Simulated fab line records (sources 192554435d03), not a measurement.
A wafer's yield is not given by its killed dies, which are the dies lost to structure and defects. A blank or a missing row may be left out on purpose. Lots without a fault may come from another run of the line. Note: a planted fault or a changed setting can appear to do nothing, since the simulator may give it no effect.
fab line records + flow n5Finfet
[record]
- lots = 8
- wafers = 24
- lastDay = 18
route steps=1938 shown BEOL_M8@1385 BEOL_M15@1830
lots that met no fault: taken from a fault-free run of the same line
startH: hours from the record's first day to the start of the lot's first wafer shown + waitH: how many hours have passed since the lot's step before this one + " unchanged from the row above + L1.1+2: several wafers, shown together as one row + - value missing, or start not given + * or withheld: withheld + < > ~ a bound
route shown NAME@n: a module of which the file shows steps, and the number in the route of the first + usual: average and standard deviation across the fault-free wafers + same: alike in all rows + chamber/n: place in a boat + sites: readings site by site + _std_site: their standard deviation + _edge_site: mean of outer sites minus mean of inner sites + radiusMm: for every site, how far away it sits from the centre of the wafer + mask NAME#n: copy n + behind: tool/chamber where the wafer was last shaped + hold: cause of the lot's hold/its duration in hours/its outcome + device: names the non-switching transistor (n, p or np) + end of line: the route-end tests of the same wafers + where a step has no rows: the recipe by itself + killed: the dies lost at the first sort to structure and to defects; this is not the yield of the wafer + map: the dies of a wafer, with x for killed, . for not killed, _ for no die there
set.NAME: the setting that was run; set.NAME@STEP: the one run at that earlier step + model.NAME: the simulator's own value behind a step, which no gauge read
the route's steps for a sample of lots (tables are steps, rows are wafers)
services: the hour from which a tool's chamber was out of use, counted from the record's first day as startH (under 0 if before that day), plus the number of hours and why
[[steps]]
[step N5_BEOL_M8_CD_MEAS_35]
[recipe]
- targetCdNm = 40
- polarity = opening
[usual]
- cdNm = 40.0/0.52
| lot.wafer | tool     | chamber | startH | waitH | cdNm |
|-----------|----------|---------|--------|-------|------|
| L784.2    | cdSem-01 | -       | 251.00 | 0.0   | 39.9 |
| L784.3    | "        | -       | "      | "     | 39.5 |
| L784.4    | "        | -       | "      | "     | 40.2 |
| L786.1    | cdSem-02 | -       | 261.99 | 0.0   | 40.1 |
| L786.4    | "        | -       | "      | "     | 40.0 |
| L786.6    | "        | -       | "      | "     | 39.5 |
| L791.1    | cdSem-02 | -       | 297.19 | 0.0   | 40.4 |
| L791.4    | "        | -       | "      | "     | 40.4 |
| L791.5    | "        | -       | "      | "     | 40.6 |
| L797.1    | cdSem-02 | -       | 325.20 | 0.0   | 39.8 |
| L797.2    | "        | -       | "      | "     | 40.7 |
| L797.3    | "        | -       | "      | "     | 40.4 |
| L796.1    | cdSem-03 | -       | 325.36 | 0.0   | 39.9 |
| L796.4    | "        | -       | "      | "     | 40.2 |
| L796.6    | "        | -       | "      | "     | 41.0 |
| L800.2    | cdSem-01 | -       | 347.26 | 0.0   | 41.6 |
| L800.3    | "        | -       | "      | "     | 41.6 |
| L800.6    | "        | -       | "      | "     | 40.2 |
| L801.1    | cdSem-03 | -       | 351.65 | 0.0   | 40.1 |
| L801.2    | "        | -       | "      | "     | 39.8 |
| L801.5    | "        | -       | "      | "     | 40.3 |
| L802.1    | cdSem-03 | -       | 354.11 | 0.0   | 40.1 |
| L802.4    | "        | -       | "      | "     | 40.1 |
| L802.6    | "        | -       | "      | "     | 40.2 |
[step N5_BEOL_M8_ALD_77]
[recipe]
- material = TaN
- targetThkA = 20
- tempC = 275
- aldPrecursorFamily = PDMAT
- aldCoReactant = NH3
- pressureTorr = 3
- carrierFlowSccm = 1500
- pulseTimeS = 2
- purgeTimeS = 3
- coReactantPurgeTimeS = 2
- coReactantPulseTimeS = 3
- aldCycles = 40
- precursorVesselTempC = 75
- precursorVesselPressureTorr = 26.25
- precursorVesselCarrierSccm = 1000
[usual]
- aldCycles = 40/0
- heaterPowerOuterW = 247/37
- heaterPowerW = 438/50
- precursorVesselTempC = 75.02/0.14
| lot.wafer | tool        | chamber | startH | waitH | aldCycles | heaterPowerOuterW | heaterPowerW | precursorVesselTempC |
|-----------|-------------|---------|--------|-------|-----------|-------------------|--------------|----------------------|
| L784.2    | aldMetal-01 | 2       | 253.20 | 0.0   | 40        | 261               | 480          | 74.73                |
| L784.3    | "           | 0       | "      | "     | 61        | 224               | 413          | 75.23                |
| L784.4    | "           | 3       | "      | "     | 61        | 309               | 491          | 75.01                |
| L786.1    | aldMetal-01 | 0       | 262.73 | 0.1   | 40        | 227               | 412          | 75.08                |
| L786.4    | "           | 2       | "      | "     | 61        | 257               | 478          | 75.17                |
| L786.6    | "           | 0       | "      | "     | 40        | 224               | 414          | 74.78                |
| L791.1    | aldMetal-02 | 1       | 297.86 | 0.0   | 40        | 234               | 412          | 74.96                |
| L791.4    | "           | 0       | "      | "     | 40        | 207               | 385          | 74.70                |
| L791.5    | "           | 1       | "      | "     | 40        | 238               | 415          | 74.60                |
| L797.1    | aldMetal-01 | 1       | 325.78 | 0.0   | 40        | 291               | 517          | 75.03                |
| L797.2    | "           | 2       | "      | "     | 40        | 254               | 467          | 75.05                |
| L797.3    | "           | 0       | "      | "     | 40        | 222               | 416          | 75.06                |
| L796.1    | aldMetal-01 | 2       | 326.22 | 0.3   | 40        | 253               | 471          | 75.05                |
| L796.4    | "           | 1       | "      | "     | 40        | 285               | 535          | 75.24                |
| L796.6    | "           | 1       | "      | "     | 40        | 294               | 521          | 75.34                |
| L800.2    | aldMetal-04 | 1       | 348.22 | 0.2   | 40        | 259               | 468          | 74.89                |
| L800.3    | "           | 0       | "      | "     | 40        | 218               | 394          | 75.11                |
| L800.6    | "           | 3       | "      | "     | 40        | 236               | 420          | 75.05                |
| L801.1    | aldMetal-01 | 2       | 352.30 | 0.1   | 40        | 244               | 467          | 75.00                |
| L801.2    | "           | 0       | "      | "     | 40        | 210               | 389          | 75.07                |
| L801.5    | "           | 2       | "      | "     | 40        | 240               | 470          | 75.25                |
| L802.1    | aldMetal-01 | 3       | 354.97 | 0.1   | 40        | 290               | 451          | 75.10                |
| L802.4    | "           | 0       | "      | "     | 40        | 211               | 388          | 74.86                |
| L802.6    | "           | 3       | "      | "     | 40        | 283               | 460          | 75.17                |
[step N5_BEOL_M8_SURFACE_TREAT_79]
[recipe]
- gas = Ar
- timeS = *
- ionEnergyEv = *
- ionCurrentMaCm2 = 0.5
- pressureMtorr = *
- arFlowSccm = 30
[usual]
- throttleValvePct = *
| lot.wafer | tool          | chamber | startH | waitH | throttleValvePct |
|-----------|---------------|---------|--------|-------|------------------|
| L784.2    | pvdSputter-03 | -       | 253.56 | 0.2   | *                |
| L784.3    | "             | -       | "      | "     | *                |
| L784.4    | "             | -       | "      | "     | *                |
| L786.1    | pvdSputter-01 | -       | 263.09 | 0.2   | *                |
| L786.4    | "             | -       | "      | "     | *                |
| L786.6    | "             | -       | "      | "     | *                |
| L791.1    | pvdSputter-02 | -       | 298.42 | 0.4   | *                |
| L791.4    | "             | -       | "      | "     | *                |
| L791.5    | "             | -       | "      | "     | *                |
| L797.1    | pvdSputter-03 | -       | 327.64 | 1.7   | *                |
| L797.2    | "             | -       | "      | "     | *                |
| L797.3    | "             | -       | "      | "     | *                |
| L796.1    | pvdSputter-02 | -       | 327.87 | 1.5   | *                |
| L796.4    | "             | -       | "      | "     | *                |
| L796.6    | "             | -       | "      | "     | *                |
| L800.2    | pvdSputter-01 | -       | 348.57 | 0.2   | *                |
| L800.3    | "             | -       | "      | "     | *                |
| L800.6    | "             | -       | "      | "     | *                |
| L801.1    | pvdSputter-01 | -       | 352.59 | 0.2   | *                |
| L801.2    | "             | -       | "      | "     | *                |
| L801.5    | "             | -       | "      | "     | *                |
| L802.1    | pvdSputter-03 | -       | 355.48 | 0.4   | *                |
| L802.4    | "             | -       | "      | "     | *                |
| L802.6    | "             | -       | "      | "     | *                |
[step N5_BEOL_M8_CMP_52]
[recipe]
- stopOn = SiCOH_lowk
- tOverpolishS = 6.9
- downForcePsi = 1
- platenRpm = 50
- clearingPlatenDownForcePsi = 1.5
- clearingPlatenRpm = 50
- postCmpClean = cuAlkaline
- targetThkNm = 80
- clearingPlatenPadVelocityMS = 0.99484
- padVelocityMS = 0.99484
[usual]
- barrierFieldEndpointS = 28.9/0.63
- motorCurrentA = 6.2/0.81
| lot.wafer | tool   | chamber | startH | waitH | barrierFieldEndpointS | motorCurrentA |
|-----------|--------|---------|--------|-------|-----------------------|---------------|
| L784.2    | cmp-03 | 1       | 254.51 | 0.4   | 29.5                  | 5.9           |
| L784.4    | "      | 2       | "      | "     | 31.7                  | 6.4           |
| L784.3    | "      | 0       | "      | "     | 30.4                  | 5.4           |
| L786.4    | cmp-03 | 2       | 263.93 | 0.2   | 31.5                  | 6.3           |
| L786.1    | "      | 3       | "      | "     | 28.5                  | 7.7           |
| L786.6    | "      | 1       | "      | "     | 29.7                  | 6.0           |
| L791.1    | cmp-02 | 3       | 301.10 | 0.3   | 28.8                  | 5.5           |
| L791.4    | "      | 0       | "      | "     | 28.5                  | 5.1           |
| L791.5    | "      | 2       | "      | "     | 28.3                  | 5.3           |
| L797.2    | cmp-02 | 2       | 328.42 | 0.2   | 27.7                  | 5.3           |
| L797.1    | "      | 3       | "      | "     | 28.0                  | 5.5           |
| L797.3    | "      | 0       | "      | "     | 28.3                  | 5.2           |
| L796.1    | cmp-03 | 3       | 329.18 | 0.3   | 28.9                  | 7.7           |
| L796.4    | "      | 1       | "      | "     | 28.4                  | 5.6           |
| L796.6    | "      | 0       | "      | "     | 29.4                  | 5.9           |
| L800.3    | cmp-03 | 3       | 349.55 | 0.2   | 27.6                  | 7.8           |
| L800.2    | "      | 0       | "      | "     | 28.9                  | 5.8           |
| L800.6    | "      | 2       | "      | "     | 29.7                  | 6.4           |
| L801.2    | cmp-04 | 2       | 354.11 | 0.8   | 29.2                  | 7.0           |
| L801.1    | "      | 0       | "      | "     | 28.3                  | 5.7           |
| L801.5    | "      | 1       | "      | "     | 29.1                  | 5.9           |
| L802.4    | cmp-03 | 2       | 356.23 | 0.1   | 28.6                  | 6.6           |
| L802.1    | "      | 3       | "      | "     | 28.3                  | 8.0           |
| L802.6    | "      | 3       | "      | "     | 28.6                  | 7.7           |
[step N5_BEOL_M8_THK_MEAS_53]
[recipe]
- thkMeasGauge = xrf
- reads = Cu_of_BEOL_M8_ECD_50
[usual]
- M8_THK = 80.5/1.9
| lot.wafer | tool         | chamber | startH | waitH | M8_THK[nm] |
|-----------|--------------|---------|--------|-------|------------|
| L784.2    | filmMetro-02 | -       | 254.81 | -     | 80.6       |
| L784.3    | "            | -       | "      | "     | 82.9       |
| L784.4    | "            | -       | "      | "     | 83.3       |
| L786.1    | filmMetro-01 | -       | 264.15 | -     | 81.4       |
| L786.4    | "            | -       | "      | "     | 79.2       |
| L786.6    | "            | -       | "      | "     | 81.2       |
| L791.1    | filmMetro-02 | -       | 301.31 | -     | 78.5       |
| L791.4    | "            | -       | "      | "     | 78.7       |
| L791.5    | "            | -       | "      | "     | 77.3       |
| L797.1    | filmMetro-02 | -       | 328.71 | -     | 80.4       |
| L797.2    | "            | -       | "      | "     | 76.4       |
| L797.3    | "            | -       | "      | "     | 78.7       |
| L796.1    | filmMetro-01 | -       | 329.47 | -     | 81.9       |
| L796.4    | "            | -       | "      | "     | 78.1       |
| L796.6    | "            | -       | "      | "     | 80.9       |
| L800.2    | filmMetro-01 | -       | 349.77 | -     | 81.9       |
| L800.3    | "            | -       | "      | "     | 81.5       |
| L800.6    | "            | -       | "      | "     | 85.0       |
| L801.1    | filmMetro-02 | -       | 354.36 | -     | 78.9       |
| L801.2    | "            | -       | "      | "     | 79.8       |
| L801.5    | "            | -       | "      | "     | 80.6       |
| L802.1    | filmMetro-01 | -       | 356.53 | -     | 81.9       |
| L802.4    | "            | -       | "      | "     | 80.8       |
| L802.6    | "            | -       | "      | "     | 78.9       |
[step N5_BEOL_M15_RC_MEAS_101]
[usual]
- COMB_M10 = 1.6e-11/3.3e-12
- COMB_M11 = 1.5e-11/3e-12
- COMB_M12 = 7.1e-12/1.4e-12
- COMB_M13 = 5.5e-12/1.1e-12
- COMB_M14 = 4.3e-12/7.3e-13
- COMB_M15 = 3.1e-12/6.9e-13
- COMB_M5 = 3.7e-11/7.1e-12
- COMB_M6 = 2.5e-11/4.7e-12
- COMB_M7 = 2.6e-11/5.1e-12
- COMB_M8 = 2.6e-11/5.6e-12
- COMB_M9 = 1.6e-11/3.3e-12
- SERP_M10 = 3.07/0.073
- SERP_M11 = 3.07/0.068
- SERP_M11_max_site = 3.16/0.071
- SERP_M12 = 0.641/0.015
- SERP_M13 = 0.309/0.0059
- SERP_M13_max_site = 0.313/0.0062
- SERP_M14 = 0.161/0.003
- SERP_M5 = 38.3/1.4
- SERP_M6 = 13.9/0.42
- SERP_M7 = 13.8/0.44
- SERP_M8 = 13.8/0.49
- SERP_M8_max_site = 14.4/0.58
- SERP_M9 = 3.06/0.063
| lot.wafer | tool      | chamber | startH | waitH | COMB_M10[S/m] | COMB_M11[S/m] | COMB_M12[S/m] | COMB_M13[S/m] | COMB_M14[S/m] | COMB_M15[S/m] | COMB_M5[S/m] | COMB_M6[S/m] | COMB_M7[S/m] | COMB_M8[S/m] | COMB_M9[S/m] | SERP_M10[ohm/um] | SERP_M11[ohm/um] | SERP_M11_max_site[ohm/um] | SERP_M12[ohm/um] | SERP_M13[ohm/um] | SERP_M13_max_site[ohm/um] | SERP_M14[ohm/um] | SERP_M5[ohm/um] | SERP_M6[ohm/um] | SERP_M7[ohm/um] | SERP_M8[ohm/um] | SERP_M8_max_site[ohm/um] | SERP_M9[ohm/um] |
|-----------|-----------|---------|--------|-------|---------------|---------------|---------------|---------------|---------------|---------------|--------------|--------------|--------------|--------------|--------------|------------------|------------------|---------------------------|------------------|------------------|---------------------------|------------------|-----------------|-----------------|-----------------|-----------------|--------------------------|-----------------|
| L784.2    | prober-02 | 0       | 305.33 | 0.2   | 1.5e-11       | 1.85e-11      | 7e-12         | 6.4e-12       | 4.4e-12       | 4.4e-12       | 3e-11        | 2.8e-11      | 2.7e-11      | 3.4e-11      | 1.5e-11      | 2.99             | 3.05             | 3.13                      | 0.638            | 0.319            | 0.322                     | 0.158            | 40.3            | 14.2            | 14.5            | 13.9            | 14.0                     | 3.08            |
| L784.3    | "         | 0       | "      | "     | 1.6e-11       | 1.64e-11      | 7.1e-12       | 7e-12         | 4.2e-12       | 3.8e-12       | 3.4e-11      | 2e-11        | 3.1e-11      | 3.4e-11      | 1.4e-11      | 3.10             | 3.13             | 3.19                      | 0.656            | 0.315            | 0.318                     | 0.164            | 36.9            | 14.3            | 14.1            | 14.9            | 15.4                     | 3.04            |
| L784.4    | "         | 0       | "      | "     | 2.3e-11       | 1.36e-11      | 8.1e-12       | 5.3e-12       | 4e-12         | 3.5e-12       | 3.3e-11      | 3.4e-11      | 3.6e-11      | 3.1e-11      | 2e-11        | 3.05             | 3.05             | 3.14                      | 0.641            | 0.314            | 0.318                     | 0.161            | 36.3            | 13.9            | 14.5            | 14.7            | 15.6                     | 3.08            |
| L786.1    | prober-02 | 0       | 314.41 | 0.0   | 1.4e-11       | 1.13e-11      | 6.3e-12       | 5.2e-12       | 4e-12         | 3.7e-12       | 5.6e-11      | 2.4e-11      | 1.8e-11      | 3.5e-11      | 1.6e-11      | 3.04             | 3.01             | 3.11                      | 0.619            | 0.302            | 0.308                     | 0.157            | 36.9            | 13.8            | 13.5            | 13.5            | 14.4                     | 3.22            |
| L786.4    | "         | 0       | "      | "     | 1.6e-11       | 1.68e-11      | 7.3e-12       | 4.4e-12       | 3.9e-12       | 2.9e-12       | 3.9e-11      | 2e-11        | 2e-11        | 3.4e-11      | 1.8e-11      | 3.03             | 3.03             | 3.17                      | 0.621            | 0.303            | 0.304                     | 0.159            | 38.4            | 13.6            | 13.7            | 16.2            | 16.6                     | 3.10            |
| L786.6    | "         | 0       | "      | "     | 1.5e-11       | 1.68e-11      | 5.8e-12       | 5.1e-12       | 4.5e-12       | 3e-12         | 5.3e-11      | 2.5e-11      | 2.9e-11      | 2.3e-11      | 1.9e-11      | 3.09             | 3.04             | 3.17                      | 0.626            | 0.314            | 0.320                     | 0.156            | 37.5            | 13.7            | 14.6            | 13.9            | 14.5                     | 3.11            |
| L791.1    | prober-02 | 0       | 355.81 | 0.0   | 1.7e-11       | 1.56e-11      | 6.6e-12       | 5.8e-12       | 3.5e-12       | 2.5e-12       | 2.4e-11      | 2.4e-11      | 3.6e-11      | 2.7e-11      | 2.2e-11      | 3.04             | 2.98             | 3.05                      | 0.618            | 0.308            | 0.311                     | 0.163            | 39.7            | 13.7            | 14.2            | 13.9            | 14.6                     | 3.01            |
| L791.4    | "         | 0       | "      | "     | 1.5e-11       | 1.84e-11      | 7.4e-12       | 7.4e-12       | 3.2e-12       | 2.4e-12       | 2.6e-11      | 3.5e-11      | 2.3e-11      | 1.7e-11      | 1.8e-11      | 2.97             | 3.02             | 3.10                      | 0.646            | 0.306            | 0.311                     | 0.161            | 37.9            | 14.1            | 13.9            | 13.9            | 14.4                     | 3.10            |
| L791.5    | "         | 0       | "      | "     | 1.7e-11       | 1.18e-11      | 8.1e-12       | 6.1e-12       | 2.6e-12       | 2.7e-12       | 3.9e-11      | 3.4e-11      | 3.5e-11      | 1.9e-11      | 2e-11        | 2.96             | 3.12             | 3.21                      | 0.651            | 0.310            | 0.313                     | 0.163            | 37.5            | 14.4            | 13.9            | 13.6            | 13.9                     | 3.04            |
| L796.1    | prober-02 | 0       | 398.58 | 0.0   | 1.6e-11       | 1.39e-11      | 4.9e-12       | 6.1e-12       | 4.6e-12       | 2.8e-12       | 4.1e-11      | 2.4e-11      | 2.5e-11      | 1.5e-11      | 1.2e-11      | 3.00             | 3.13             | 3.27                      | 0.618            | 0.304            | 0.307                     | 0.161            | 37.7            | 13.9            | 13.2            | 13.6            | 14.6                     | 3.09            |
| L796.4    | "         | 0       | "      | "     | 1.6e-11       | 1.41e-11      | 5.9e-12       | 5.6e-12       | 3.9e-12       | 3.2e-12       | 5.1e-11      | 2.7e-11      | 2.4e-11      | 2.4e-11      | 1.7e-11      | 3.07             | 2.99             | 3.15                      | 0.640            | 0.302            | 0.308                     | 0.158            | 37.2            | 13.5            | 13.5            | 14.1            | 14.9                     | 3.20            |
| L796.6    | "         | 0       | "      | "     | 1.2e-11       | 1.02e-11      | 7e-12         | 6.2e-12       | 3.9e-12       | 4.6e-12       | 4.2e-11      | 3.1e-11      | 2.3e-11      | 2.1e-11      | 1.1e-11      | 3.13             | 3.13             | 3.17                      | 0.619            | 0.300            | 0.302                     | 0.157            | 37.2            | 13.7            | 13.6            | 13.3            | 13.8                     | 3.13            |
| L797.1    | prober-01 | 0       | 399.79 | 0.0   | 1.5e-11       | 1.13e-11      | 5.4e-12       | 6.5e-12       | 4e-12         | 3e-12         | 3e-11        | 2.6e-11      | 3.1e-11      | 1.8e-11      | 1.4e-11      | 3.02             | 3.14             | 3.20                      | 0.659            | 0.314            | 0.316                     | 0.162            | 39.0            | 13.6            | 14.1            | 13.6            | 14.7                     | 3.17            |
| L797.2    | "         | 0       | "      | "     | 1.1e-11       | 1.94e-11      | 7e-12         | 6.9e-12       | 3.5e-12       | 1.7e-12       | 3.2e-11      | 2.4e-11      | 3.2e-11      | 2.6e-11      | 1.6e-11      | 3.09             | 3.08             | 3.20                      | 0.641            | 0.317            | 0.323                     | 0.157            | 40.5            | 13.6            | 14.4            | 14.0            | 15.1                     | 3.08            |
| L797.3    | "         | 0       | "      | "     | 1.3e-11       | 1.41e-11      | 6.5e-12       | 5.3e-12       | 4e-12         | 1.8e-12       | 3.5e-11      | 2.4e-11      | 1.8e-11      | 2.3e-11      | 1.6e-11      | 3.08             | 3.13             | 3.24                      | 0.643            | 0.311            | 0.315                     | 0.157            | 37.7            | 14.3            | 13.5            | 13.8            | 14.2                     | 3.07            |
| L800.2    | prober-01 | 0       | 411.79 | 0.2   | 2.2e-11       | 1.91e-11      | 6.9e-12       | 5.7e-12       | 3.6e-12       | 2.6e-12       | 2.7e-11      | 3.6e-11      | 2.6e-11      | 1.8e-11      | 1.4e-11      | 3.10             | 3.13             | 3.20                      | 0.635            | 0.311            | 0.316                     | 0.160            | 37.7            | 13.8            | 13.6            | 13.3            | 13.6                     | 3.10            |
| L800.3    | "         | 0       | "      | "     | 1.7e-11       | 1.83e-11      | 6.7e-12       | 5.8e-12       | 4.1e-12       | 4.1e-12       | 3.2e-11      | 2.2e-11      | 2.8e-11      | 2.3e-11      | 1.5e-11      | 3.14             | 3.08             | 3.23                      | 0.639            | 0.313            | 0.314                     | 0.161            | 37.6            | 14.2            | 13.7            | 13.0            | 13.2                     | 3.08            |
| L800.6    | "         | 0       | "      | "     | 1.8e-11       | 2.15e-11      | 6e-12         | 5.2e-12       | 4.4e-12       | 2.3e-12       | 4.2e-11      | 2.4e-11      | 2.6e-11      | 1.6e-11      | 2e-11        | 3.04             | 3.13             | 3.25                      | 0.637            | 0.304            | 0.306                     | 0.161            | 36.8            | 13.4            | 13.5            | 13.2            | 14.0                     | 3.06            |
| L801.1    | prober-02 | 0       | 415.02 | 0.0   | 1.6e-11       | 1.01e-11      | 4.9e-12       | 5.7e-12       | 5.4e-12       | 2.8e-12       | 3.2e-11      | 2.5e-11      | 2e-11        | 2.6e-11      | 1.9e-11      | 3.07             | 3.07             | 3.15                      | 0.633            | 0.314            | 0.318                     | 0.163            | 39.5            | 13.5            | 13.7            | 13.7            | 15.0                     | 3.06            |
| L801.2    | "         | 0       | "      | "     | 1.2e-11       | 1.31e-11      | 6.5e-12       | 6.1e-12       | 5.1e-12       | 2.5e-12       | 3.3e-11      | 2e-11        | 2.2e-11      | 3.2e-11      | 1.7e-11      | 3.17             | 3.02             | 3.11                      | 0.651            | 0.309            | 0.314                     | 0.160            | 38.8            | 13.9            | 13.1            | 13.7            | 14.3                     | 2.99            |
| L801.5    | "         | 0       | "      | "     | 1.5e-11       | 1.37e-11      | 7.5e-12       | 5.6e-12       | 5.3e-12       | 3.1e-12       | 2.9e-11      | 2.9e-11      | 2.3e-11      | 2.5e-11      | 1.7e-11      | 3.04             | 2.97             | 3.07                      | 0.645            | 0.316            | 0.318                     | 0.159            | 38.6            | 14.2            | 13.2            | 13.5            | 14.3                     | 2.98            |
| L802.1    | prober-01 | 0       | 421.35 | 0.0   | 1.9e-11       | 2.45e-11      | 6.5e-12       | 4.3e-12       | 4.8e-12       | 1.9e-12       | 3.9e-11      | 3.3e-11      | 2.5e-11      | 2.1e-11      | 1.2e-11      | 3.05             | 3.06             | 3.18                      | 0.666            | 0.300            | 0.305                     | 0.162            | 37.6            | 13.7            | 14.3            | 13.1            | 13.5                     | 3.02            |
| L802.4    | "         | 0       | "      | "     | 1.8e-11       | 1.58e-11      | 7.5e-12       | 6e-12         | 3.6e-12       | 3.6e-12       | 3.6e-11      | 2.8e-11      | 3.3e-11      | 2.4e-11      | 1.5e-11      | 3.14             | 2.98             | 3.10                      | 0.633            | 0.310            | 0.312                     | 0.160            | 40.1            | 13.8            | 14.1            | 13.3            | 14.5                     | 3.00            |
| L802.6    | "         | 0       | "      | "     | 1.5e-11       | 1.62e-11      | 6.1e-12       | 5.9e-12       | 4.9e-12       | 2.4e-12       | 2.5e-11      | 2.3e-11      | 2.9e-11      | 2.5e-11      | 1.5e-11      | 3.08             | 3.16             | 3.20                      | 0.665            | 0.314            | 0.317                     | 0.161            | 37.3            | 14.3            | 14.1            | 13.6            | 14.1                     | 3.10            |
// sites SERP_M8 radiusMm=0,75,75,75,75,140,140,140,140
L784.2 13.5 13.5 14.0 13.9 13.4 13.9 14.0 14.0 13.5
L786.1 12.8 13.2 13.5 13.4 13.3 14.4 14.1 14.1 14.4
L791.1 14.1 14.6 13.9 14.1 14.2 13.6 13.0 13.2 13.1
L796.1 13.4 13.3 13.3 13.0 13.6 13.6 14.6 14.0 14.3
L797.1 13.4 13.0 13.5 13.6 13.5 14.3 14.3 13.7 14.7
L800.2 13.5 13.4 13.3 13.6 13.0 13.3 13.3 13.3 12.6
L801.1 12.7 13.7 13.3 13.5 13.5 15.0 14.9 14.6 14.7
L802.1 12.9 13.0 12.8 13.1 13.0 13.5 13.3 13.4 13.1
[[services]]
| tool          | chamber | startH | hours | kind      |
|---------------|---------|--------|-------|-----------|
| cmp-03        | -       | 243.11 | 0.5   | repair    |
| cmp-02        | -       | 247.15 | 4.0   | pm        |
| cmp-04        | -       | 252.97 | 1.8   | repair    |
| cmp-02        | -       | 256.86 | 1.4   | repair    |
| aldMetal-02   | 0       | 267.52 | 25.1  | repair    |
| pvdSputter-03 | -       | 271.86 | 1.3   | repair    |
| aldMetal-04   | -       | 299.33 | 2.0   | repair    |
| cmp-04        | -       | 301.93 | 4.0   | pm        |
| aldMetal-01   | 2       | 304.44 | 2.0   | repair    |
| aldMetal-02   | -       | 305.80 | 8.7   | pm        |
| aldMetal-04   | 1       | 317.24 | 30.8  | repair    |
| cmp-04        | -       | 323.99 | 2.3   | repair    |
| cmp-02        | -       | 326.83 | 0.7   | repair    |
| aldMetal-04   | -       | 330.74 | 2.8   | pm        |
| aldMetal-01   | -       | 337.25 | 14.0  | pm        |
| aldMetal-01   | 0       | 337.25 | 14.0  | ventCycle |
| aldMetal-01   | 1       | 337.25 | 14.0  | ventCycle |
| aldMetal-01   | 2       | 337.25 | 14.0  | ventCycle |
| aldMetal-01   | 3       | 337.25 | 14.0  | ventCycle |
| cmp-02        | -       | 348.91 | 3.7   | pm        |
| cmp-03        | -       | 350.81 | 3.5   | repair    |
| aldMetal-01   | 0       | 351.25 | -     | clean     |
| aldMetal-01   | 1       | 351.25 | -     | clean     |
| cmp-02        | -       | 352.96 | 1.1   | repair    |
[[key]]
[firstSign]
- step = N5_BEOL_M8_ALD_77
- reading = aldCycles
- direction = up
- sigmas = 99+
- usual = *
- struck = *
[effect]
- step = N5_BEOL_M8_CMP_52
- reading = barrierFieldEndpointS
- direction = up
- sigmas = 3.7
- usual = 28.9
- struck = 31.2
[effect]
- step = N5_BEOL_M15_RC_MEAS_101
- reading = SERP_M8
- direction = up
- sigmas = 3
- usual = 13.8
- struck = 15.3
metAt N5_BEOL_M8_ALD_77
struckLots L784,L786
struckWafers L784.3,L784.4,L786.4
notActingAt N5_BEOL_M8_CD_MEAS_35,N5_BEOL_M8_SURFACE_TREAT_79,N5_BEOL_M8_THK_MEAS_53
[fault]
- kind = processParameterDrift
- tool = aldMetal-01
- chamber = -
- onsetH = 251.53
- steps = N5_BEOL_M8_ALD_77
- channel = aldCycles
- offset = *
- shape = step
- endH = 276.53
- scope = struckWafersOnly
- actsIn = *
- stated = *
